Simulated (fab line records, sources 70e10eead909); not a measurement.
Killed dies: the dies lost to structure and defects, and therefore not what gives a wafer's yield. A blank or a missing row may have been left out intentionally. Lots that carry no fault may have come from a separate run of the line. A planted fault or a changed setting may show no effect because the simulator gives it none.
Matching of chambers / flow nandHarc / NHARC_P_GATE_ALD_36 on aldSin-03: 4 sister chambers
The step deposits SiNx, target thk 20 nm, pulse time 60 s, ald cycles 223. 8 wafers are shown with their chamber, then 8 later ones without.

== WAFERS WITH THEIR CHAMBER ==
wafer=L079.1; chamber=0; heaterPowerW (W)=904; heaterPowerOuterW (W)=587
wafer=L084.1; chamber=3; heaterPowerW (W)=935; heaterPowerOuterW (W)=556
wafer=L084.4; chamber=0; heaterPowerW (W)=904; heaterPowerOuterW (W)=566
wafer=L086.4; chamber=3; heaterPowerW (W)=918; heaterPowerOuterW (W)=563
wafer=L086.6; chamber=2; heaterPowerW (W)=802; heaterPowerOuterW (W)=484
wafer=L089.5; chamber=1; heaterPowerW (W)=776; heaterPowerOuterW (W)=464
wafer=L089.6; chamber=2; heaterPowerW (W)=826; heaterPowerOuterW (W)=492
wafer=L092.1; chamber=1; heaterPowerW (W)=780; heaterPowerOuterW (W)=462

== WAFERS WITHOUT THEIR CHAMBER ==
wafer=L092.3; heaterPowerW (W)=908; heaterPowerOuterW (W)=585
wafer=L092.5; heaterPowerW (W)=931; heaterPowerOuterW (W)=563
wafer=L096.1; heaterPowerW (W)=809; heaterPowerOuterW (W)=515
wafer=L096.3; heaterPowerW (W)=921; heaterPowerOuterW (W)=564
wafer=L096.4; heaterPowerW (W)=883; heaterPowerOuterW (W)=584
wafer=L096.2; heaterPowerW (W)=784; heaterPowerOuterW (W)=466
wafer=L096.6; heaterPowerW (W)=804; heaterPowerOuterW (W)=493
wafer=L096.5; heaterPowerW (W)=949; heaterPowerOuterW (W)=569

== EACH ONE'S CHAMBER ==
wafer=L092.3; from the rows above=0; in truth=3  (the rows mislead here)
wafer=L092.5; from the rows above=3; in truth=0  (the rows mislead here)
wafer=L096.1; from the rows above=2; in truth=2
wafer=L096.3; from the rows above=can't be placed: 3 or 0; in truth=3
wafer=L096.4; from the rows above=0; in truth=0
wafer=L096.2; from the rows above=1; in truth=1
wafer=L096.6; from the rows above=2; in truth=2
wafer=L096.5; from the rows above=can't be placed: 3 or 0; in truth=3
4 of 8 placed correctly. Not placeable from these rows: 2 (in 2, the candidates include the true chamber). Number placed wrongly: 2.
How it was worked out, from the rows above alone: a wafer's distance from a chamber is the root of the sum, over the readings, of the square of ((its reading less the chamber's mean) divided by the reading's scatter). The wafer belongs to the nearest chamber; if the next one is less than 2 further off, it can't be placed. A chamber's mean is the mean of its shown wafers. The scatter is the square root of a quotient: the sum, over the shown wafers, of each reading's squared deviation from its chamber's mean, divided by wafers minus chambers.
